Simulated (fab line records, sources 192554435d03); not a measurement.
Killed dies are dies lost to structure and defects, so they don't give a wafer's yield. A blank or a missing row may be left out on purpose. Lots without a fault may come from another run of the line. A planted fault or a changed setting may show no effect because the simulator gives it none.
Chamber matching | flow n5_finfet | N5_BEOL_M1_ALD_98 on ald_sin-04: 4 sister chambers
The step deposits SiO2, target thk 2.5 nm, pulse time 1 s, co reactant pulse time 1 s. 8 wafers are shown with their chamber, then 11 later ones without.

WAFERS WITH THEIR CHAMBER
wafer  | chamber | heater_power_w (W) | precursor_pulse_height_rel
L079.1 | 1       | 82                 | 1.009
L079.3 | 2       | 94                 | 0.985
L081.3 | 1       | 80                 | 0.969
L081.4 | 2       | 95                 | 1.002
L082.2 | 3       | 89                 | 1.038
L082.4 | 0       | 77                 | 1.014
L082.5 | 0       | 75                 | 1.027
L085.2 | 3       | 90                 | 1.020

WAFERS WITHOUT THEIR CHAMBER
wafer  | heater_power_w (W) | precursor_pulse_height_rel
L085.3 | 76                 | 1.008
L085.4 | 90                 | 0.983
L088.1 | 88                 | 1.011
L088.2 | 93                 | 1.002
L088.5 | 77                 | 0.995
L087.1 | 91                 | 0.979
L087.5 | 72                 | 1.015
L087.6 | 91                 | 1.013
L091.3 | 71                 | 1.014
L091.4 | 88                 | 1.025
L091.5 | 92                 | 0.940

WHICH CHAMBER EACH WENT THROUGH
wafer  | from the rows above     | in truth
L085.3 | 0                       | 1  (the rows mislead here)
L085.4 | can't be placed: 3 or 2 | 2
L088.1 | 3                       | 3
L088.2 | 2                       | 2
L088.5 | can't be placed: 0 or 1 | 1
L087.1 | can't be placed: 3 or 2 | 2
L087.5 | 0                       | 0
L087.6 | can't be placed: 3 or 2 | 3
L091.3 | 0                       | 0
L091.4 | 3                       | 3
L091.5 | can't be placed: 2 or 3 | 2
Placed correctly: 5 of 11. Can't be placed from these rows: 5 (the true chamber is among the candidates in 5). Placed wrongly: 1.
How it was worked out, from the rows above alone: a wafer's distance from a chamber is the root of the sum, over the readings, of the square of ((its reading less the chamber's mean) divided by the reading's scatter). The wafer belongs to the nearest chamber; if the next one is less than 2 further off, it can't be placed. A chamber's mean is the mean of its shown wafers. The scatter: the root of (the sum of the squares of (reading less its chamber's mean) over the shown wafers, divided by (wafers less chambers)).
